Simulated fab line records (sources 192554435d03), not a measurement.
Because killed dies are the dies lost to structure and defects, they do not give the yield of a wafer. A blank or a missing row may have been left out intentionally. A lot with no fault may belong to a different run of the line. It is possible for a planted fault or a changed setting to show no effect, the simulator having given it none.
fab line records + flow n5-finfet + part 2 of 2: steps 23 to 27 of 27
[record]
- lots = 5
- wafers = 15
- last-day = 17
route steps=1938 shown DUMMY_GATE@255 SPACER0@258 SD_EPI_N@262
lots untouched by any fault: they come from a run of this same line in which no faults occurred
start-h: hours from the record's opening day to when the first of the lot's shown wafers began + wait-h: hours elapsed since this lot's preceding step + " same as the row above + L1.1+2: several wafers, shown together as one row + - value missing, or start not given + * or withheld: withheld + < > ~ a bound
route shown NAME@n: names a module that has steps shown in the file, with the first one's number in the route + usual: mean/standard deviation of fault-free wafers + same: alike in all rows + chamber/n: place in a boat + sites: each site's reading + _std_site: the standard deviation of these + _edge_site: mean of outer sites minus mean of inner sites + radius-mm: how far each site lies from the wafer's centre + mask NAME#n: copy n + behind: tool/chamber where the wafer was last shaped + hold: the reason the lot was held/the length of the hold in hours/how it ended + device: which transistor (n, p or np) failed to switch + end of line: tests run on the same wafers once the route is complete + for a step that has no rows: nothing shown but its recipe + killed: count of dies lost to structure and defects at first sort (not the wafer's yield) + map: shows each die of a wafer: x if killed, . if not, _ if none is there
set.NAME: the setting the step ran with; set.NAME@STEP: the setting that earlier step ran with + model.NAME: the simulator's own value behind a step, which no gauge read
a table for each step, a row for each wafer; lots at some steps of the route
services: from which hour (start-h, from the record's first day; less than 0 if before it) a tool's chamber was out of use, for how many hours, and why
[[steps]]
[step N5_SD_EPI_N_ETCHBACK_44]
[recipe]
- chemistry = CH3F/O2
- mode = anisotropic-etchback
- target = SiNx
- target-depth-a = 145
- stop-on = SiO2
- over-etch-frac = 0.3
- ion-energy-ev = 120
- pressure-mtorr = 30
- source-w = 395
- bias-w = 73
- Ar_flow_sccm = 150
- CH3F_flow_sccm = 30
- O2_flow_sccm = 20
[usual]
- O2_flow_sccm = 20.00/0.059
- bias-w = 73.03/0.23
- drypump-motor-current-A = 5.8/0.38
- oes-product-au = 0.67/0.075
- rf-vpp-V = 296.9/2.8
- showerhead-plenum-p-Torr = 1.97/0.052
- throttle-valve-pct = 16.43/0.25
| lot.wafer | tool        | chamber | start-h | wait-h | O2_flow_sccm | bias-w | drypump-motor-current-A | oes-product-au | rf-hours-counter-h | rf-vpp-V | showerhead-plenum-p-Torr | throttle-valve-pct |
|-----------|-------------|---------|---------|--------|--------------|--------|-------------------------|----------------|--------------------|----------|--------------------------|--------------------|
| L074.3    | rie-diel-05 | 1       | 51.30   | 0.0    | 19.97        | 73.01  | 5.1                     | 0.59           | 229                | 298.7    | 1.98                     | 16.47              |
| L074.4    | "           | 3       | "       | "      | 20.11        | 73.14  | 5.7                     | 0.64           | 173                | 293.0    | 1.99                     | 16.39              |
| L074.5    | "           | 1       | "       | "      | 20.04        | 73.03  | 5.1                     | 0.59           | -                  | 298.1    | 1.98                     | 16.49              |
| L082.2    | rie-diel-05 | 2       | 99.65   | 0.0    | 19.97        | 72.67  | 6.2                     | 0.60           | 229                | 294.4    | 2.06                     | 16.71              |
| L082.3    | "           | 0       | "       | "      | 19.94        | 72.98  | 5.6                     | 0.76           | 34                 | 296.3    | 1.95                     | 16.12              |
| L082.6    | "           | 1       | "       | "      | 19.99        | 73.18  | 5.1                     | 0.58           | -                  | 298.6    | 1.97                     | 16.51              |
| L091.1    | rie-diel-06 | 1       | 150.82  | 0.0    | 20.11        | 73.05  | 6.0                     | 0.64           | 158                | 299.1    | 1.99                     | 16.50              |
| L091.3    | "           | 2       | "       | "      | 20.00        | 73.37  | 5.9                     | 0.85           | 1                  | 295.1    | 1.97                     | 15.87              |
| L091.6    | "           | 2       | "       | "      | 19.94        | 72.85  | 5.9                     | 0.85           | -                  | 296.4    | 1.97                     | 15.86              |
| L093.2    | rie-diel-06 | 2       | 166.03  | 0.0    | 19.99        | 73.23  | 5.9                     | 0.82           | 8                  | 297.4    | 1.96                     | 15.89              |
| L093.4    | "           | 2       | "       | "      | 19.95        | 72.94  | 5.9                     | 0.82           | -                  | 298.0    | 1.97                     | 15.88              |
| L093.5    | "           | 1       | "       | "      | 19.99        | 72.84  | 6.0                     | 0.64           | -                  | 298.8    | 1.99                     | 16.52              |
| L097.4    | rie-diel-02 | 3       | 193.90  | 0.1    | 19.97        | 73.03  | 6.1                     | 0.61           | -                  | 296.4    | 1.90                     | 16.88              |
| L097.5    | "           | 2       | "       | "      | 20.03        | 73.21  | 6.2                     | 0.64           | -                  | 303.2    | 2.07                     | 16.79              |
| L097.6    | "           | 0       | "       | "      | 20.03        | 72.94  | 5.9                     | 0.61           | -                  | 292.8    | 1.89                     | 16.52              |
[step N5_SD_EPI_N_ETCH_45]
[recipe]
- chemistry = CH3F/O2
- target = SiOCN
- target-depth-a = 60
- mask-material = SOC
- ion-energy-ev = 60
- bias-w = 29
- pressure-mtorr = 15
- source-w = 410
- Ar_flow_sccm = 150
- CH3F_flow_sccm = 30
- O2_flow_sccm = 20
[usual]
- O2_flow_sccm = 20.00/0.061
- bias-w = 28.99/0.094
- drypump-motor-current-A = 5.8/0.37
- oes-product-au = 0.78/0.093
- rf-vpp-V = 127.1/0.85
- showerhead-plenum-p-Torr = 1.96/0.052
- throttle-valve-pct = 23.40/0.24
| lot.wafer | tool        | chamber | start-h | wait-h | O2_flow_sccm | bias-w | drypump-motor-current-A | oes-product-au | rf-hours-counter-h | rf-vpp-V | showerhead-plenum-p-Torr | throttle-valve-pct |
|-----------|-------------|---------|---------|--------|--------------|--------|-------------------------|----------------|--------------------|----------|--------------------------|--------------------|
| L074.3    | rie-diel-05 | 1       | 51.40   | 0.1    | 19.99        | 29.00  | 5.1                     | 0.68           | 229                | 127.4    | 1.97                     | 23.37              |
| L074.4    | "           | 3       | "       | "      | 20.03        | 29.08  | 5.8                     | 0.75           | 173                | 128.1    | 1.99                     | 23.28              |
| L074.5    | "           | 1       | "       | "      | 20.04        | 29.13  | 5.1                     | 0.68           | -                  | 125.7    | 1.97                     | 23.37              |
| L082.2    | rie-diel-05 | 2       | 99.75   | 0.1    | 19.99        | 28.99  | 6.2                     | 0.69           | 229                | 127.5    | 2.05                     | 23.66              |
| L082.3    | "           | 0       | "       | "      | 20.01        | 28.88  | 5.6                     | 0.90           | 34                 | 127.7    | 1.94                     | 23.14              |
| L082.6    | "           | 1       | "       | "      | 20.03        | 28.89  | 5.1                     | 0.68           | -                  | 127.1    | 1.96                     | 23.39              |
| L091.1    | rie-diel-06 | 1       | 150.92  | 0.1    | 19.92        | 29.04  | 6.0                     | 0.75           | 158                | 129.0    | 1.99                     | 23.50              |
| L091.3    | "           | 2       | "       | "      | 20.00        | 29.01  | 5.9                     | 1.00           | 1                  | 126.7    | 1.96                     | 22.90              |
| L091.6    | "           | 2       | "       | "      | 19.93        | 29.07  | 5.9                     | 1.01           | -                  | 126.8    | 1.96                     | 22.92              |
| L093.2    | rie-diel-06 | 2       | 166.13  | 0.1    | 20.13        | 28.94  | 5.9                     | 0.97           | 8                  | 128.1    | 1.96                     | 22.89              |
| L093.4    | "           | 2       | "       | "      | 20.12        | 28.95  | 5.9                     | 0.96           | -                  | 127.0    | 1.96                     | 22.90              |
| L093.5    | "           | 1       | "       | "      | 19.97        | 28.94  | 6.0                     | 0.74           | -                  | 127.1    | 1.98                     | 23.49              |
| L097.4    | rie-diel-02 | 3       | 194.00  | 0.1    | 20.03        | 29.01  | 6.1                     | 0.70           | -                  | 126.9    | 1.90                     | 23.87              |
| L097.5    | "           | 2       | "       | "      | 19.98        | 28.99  | 6.1                     | 0.74           | -                  | 127.8    | 2.06                     | 23.72              |
| L097.6    | "           | 0       | "       | "      | 19.91        | 28.97  | 5.9                     | 0.70           | -                  | 126.9    | 1.89                     | 23.48              |
[step N5_SD_EPI_N_ETCH_16]
[recipe]
- chemistry = CHF3/O2
- target = SiO2
- target-depth-a = 50
- mask-material = SOC
- pressure-mtorr = 30
- source-w = 650
- bias-w = 170
- Ar_flow_sccm = 200
- CHF3_flow_sccm = 50
- O2_flow_sccm = 5
- ion-energy-ev = 200
[usual]
- O2_flow_sccm = 4.999/0.016
- bias-w = 169.9/0.55
- drypump-motor-current-A = 5.8/0.37
- oes-product-au = 0.78/0.093
- rf-vpp-V = 523/4.8
- showerhead-plenum-p-Torr = 2.37/0.061
- throttle-valve-pct = 18.97/0.24
| lot.wafer | tool        | chamber | start-h | wait-h | O2_flow_sccm | bias-w | drypump-motor-current-A | oes-product-au | rf-hours-counter-h | rf-vpp-V | showerhead-plenum-p-Torr | throttle-valve-pct |
|-----------|-------------|---------|---------|--------|--------------|--------|-------------------------|----------------|--------------------|----------|--------------------------|--------------------|
| L074.3    | rie-diel-05 | 1       | 51.50   | 0.1    | 4.996        | 170.2  | 5.1                     | 0.69           | 229                | 527      | 2.38                     | 19.00              |
| L074.4    | "           | 3       | "       | "      | 4.985        | 169.8  | 5.7                     | 0.74           | 173                | 516      | 2.41                     | 18.92              |
| L074.5    | "           | 1       | "       | "      | 5.024        | 170.2  | 5.1                     | 0.69           | -                  | 527      | 2.38                     | 18.99              |
| L082.2    | rie-diel-05 | 2       | 99.85   | 0.1    | 4.999        | 170.6  | 6.2                     | 0.69           | 229                | 519      | 2.48                     | 19.23              |
| L082.3    | "           | 0       | "       | "      | 5.004        | 169.9  | 5.6                     | 0.89           | 34                 | 521      | 2.35                     | 18.68              |
| L082.6    | "           | 1       | "       | "      | 5.006        | 170.8  | 5.1                     | 0.67           | -                  | 527      | 2.38                     | 19.03              |
| L091.1    | rie-diel-06 | 1       | 151.02  | 0.1    | 4.995        | 170.6  | 6.0                     | 0.75           | 158                | 529      | 2.40                     | 19.06              |
| L091.3    | "           | 2       | "       | "      | 5.019        | 170.4  | 5.9                     | 1.01           | 1                  | 524      | 2.37                     | 18.46              |
| L091.6    | "           | 2       | "       | "      | 5.030        | 170.7  | 5.9                     | 1.00           | -                  | 523      | 2.37                     | 18.44              |
| L093.2    | rie-diel-06 | 2       | 166.23  | 0.1    | 5.018        | 170.2  | 5.9                     | 0.97           | 8                  | 521      | 2.37                     | 18.48              |
| L093.4    | "           | 2       | "       | "      | 5.007        | 170.0  | 5.9                     | 0.98           | -                  | 523      | 2.37                     | 18.47              |
| L093.5    | "           | 1       | "       | "      | 4.999        | 170.0  | 6.0                     | 0.74           | -                  | 528      | 2.40                     | 19.08              |
| L097.4    | rie-diel-02 | 3       | 194.07  | 0.0    | 4.973        | 169.4  | 6.1                     | 0.72           | -                  | 519      | 2.30                     | 19.46              |
| L097.5    | "           | 2       | "       | "      | 5.017        | 169.7  | 6.2                     | 0.75           | -                  | 533      | 2.49                     | 19.34              |
| L097.6    | "           | 0       | "       | "      | 5.017        | 169.3  | 5.8                     | 0.70           | -                  | 518      | 2.28                     | 19.05              |
[step N5_SD_EPI_N_STRIP_47]
[recipe]
- chemistry = CHF3/O2
- resist = SiARC
- rf-frequency-hz = 6e+07
| lot.wafer  | tool        | chamber | start-h | wait-h |
|------------|-------------|---------|---------|--------|
| L074.3+4+5 | rie-diel-05 | 1,3,1   | 51.54   | 0.0    |
| L082.2+3+6 | rie-diel-05 | 2,0,1   | 99.89   | 0.0    |
| L091.1+3+6 | rie-diel-06 | 1,2,2   | 151.06  | 0.0    |
| L093.2+4+5 | rie-diel-06 | 2,2,1   | 166.27  | 0.0    |
| L097.4+5+6 | rie-diel-02 | 3,2,0   | 194.09  | 0.0    |
[step N5_SD_EPI_N_SD_RECESS_17]
[recipe]
- chemistry = HBr/Cl2/O2
- target-depth-a = 410
- mask-material = SOC
- time-s = 23.7
- bt-time-s = 3
- pressure-mtorr = 10
- icp-w = 800
- bias-w = 112
- HBr_flow_sccm = 150
- Cl2_flow_sccm = 80
- O2_flow_sccm = 12
[usual]
- HBr_flow_sccm = 150.0/0.47
- O2_flow_sccm = 12.00/0.037
- bias-w = 112.1/0.31
- drypump-motor-current-A = 5.6/0.56
- mfc-cl2-sccm = 79.98/0.24
- oes-product-au = 0.996/0.017
- throttle-valve-pct = 37.06/0.19
[same]
- time-s = 23.7
| lot.wafer | tool      | chamber | start-h | wait-h | HBr_flow_sccm | O2_flow_sccm | bias-w | drypump-motor-current-A | mfc-cl2-sccm | oes-product-au | rf-hours-counter-h | throttle-valve-pct |
|-----------|-----------|---------|---------|--------|---------------|--------------|--------|-------------------------|--------------|----------------|--------------------|--------------------|
| L074.3    | rie-si-03 | 0       | 51.57   | 0.0    | 150.2         | 12.00        | 112.2  | 5.3                     | 79.90        | 1.029          | 3                  | 37.37              |
| L074.4    | "         | 2       | "       | "      | 150.2         | 12.03        | 112.2  | 5.3                     | 79.59        | 0.979          | 82                 | 36.90              |
| L074.5    | "         | 2       | "       | "      | 150.0         | 12.02        | 112.4  | 5.3                     | 80.00        | 0.983          | -                  | 36.89              |
| L082.2    | rie-si-03 | 1       | 99.92   | 0.0    | 150.9         | 12.02        | 112.3  | 6.3                     | 80.04        | 0.999          | 66                 | 37.04              |
| L082.3    | "         | 2       | "       | "      | 150.2         | 11.91        | 112.1  | 5.3                     | 80.00        | 0.994          | 83                 | 36.90              |
| L082.6    | "         | 2       | "       | "      | 149.4         | 11.93        | 111.9  | 5.3                     | 79.73        | 0.983          | -                  | 36.88              |
| L091.1    | rie-si-05 | 3       | 151.09  | 0.0    | 149.6         | 12.02        | 112.5  | 5.2                     | 80.15        | 0.999          | 52                 | 36.89              |
| L091.3    | "         | 0       | "       | "      | 149.7         | 12.01        | 111.9  | 5.7                     | 79.68        | 0.997          | 106                | 36.73              |
| L091.6    | "         | 0       | "       | "      | 148.6         | 12.00        | 111.6  | 5.7                     | 79.99        | 0.995          | -                  | 36.74              |
| L093.2    | rie-si-01 | 0       | 166.30  | 0.0    | 149.7         | 12.03        | 112.1  | 6.5                     | 80.12        | 1.014          | 108                | 37.23              |
| L093.4    | "         | 1       | "       | "      | 149.6         | 11.97        | 112.2  | 4.7                     | 80.08        | 0.977          | 67                 | 37.22              |
| L093.5    | "         | 1       | "       | "      | 150.3         | 12.00        | 112.4  | 4.7                     | 79.94        | 0.975          | -                  | 37.21              |
| L097.4    | rie-si-01 | 1       | 194.12  | 0.0    | 150.3         | 11.98        | 113.0  | 4.7                     | 80.06        | 0.971          | 68                 | 37.21              |
| L097.5    | "         | 0       | "       | "      | 150.0         | 12.01        | 111.7  | 6.5                     | 79.91        | 1.021          | -                  | 37.20              |
| L097.6    | "         | 3       | "       | "      | 150.2         | 11.97        | 112.0  | 6.3                     | 79.96        | 0.984          | -                  | 37.25              |
[[services]]
| tool            | chamber | start-h | hours | kind   |
|-----------------|---------|---------|-------|--------|
| rie-diel-02     | -       | 35.44   | 0.6   | repair |
| rie-diel-02     | 0       | 38.20   | 4.3   | repair |
| rie-diel-05     | 0       | 40.26   | 8.8   | repair |
| rie-si-03       | -       | 43.37   | 0.7   | repair |
| rie-si-01       | 0       | 43.95   | 3.1   | repair |
| arfi-scanner-02 | -       | 48.32   | 1.0   | pm     |
| ald-sin-04      | -       | 54.85   | 1.3   | repair |
| ald-sin-03      | 0       | 56.16   | 5.3   | repair |
| ald-sin-01      | 3       | 57.12   | 31.8  | repair |
| rie-diel-05     | 0       | 67.15   | 3.7   | repair |
| ald-sin-01      | -       | 85.25   | 14.0  | pm     |
| rie-diel-02     | 2       | 90.82   | 4.3   | repair |
| ald-sin-03      | 1       | 101.55  | 18.4  | repair |
| wet-bench-04    | -       | 103.89  | 2.0   | repair |
| arfi-scanner-02 | -       | 113.96  | 1.3   | pm     |
| rie-diel-05     | 3       | 117.14  | 1.4   | repair |
| ald-sin-01      | 0       | 123.97  | 5.6   | repair |
| rie-si-03       | -       | 126.64  | 14.6  | pm     |
| arfi-scanner-02 | -       | 129.94  | 20.4  | repair |
| ald-sin-01      | 0       | 139.14  | 13.4  | repair |
| rie-diel-05     | 0       | 158.30  | 8.1   | repair |
| ald-sin-03      | -       | 177.86  | 14.0  | pm     |
| rie-diel-02     | 2       | 180.54  | 3.9   | repair |
| rie-diel-05     | 3       | 185.11  | 4.9   | repair |
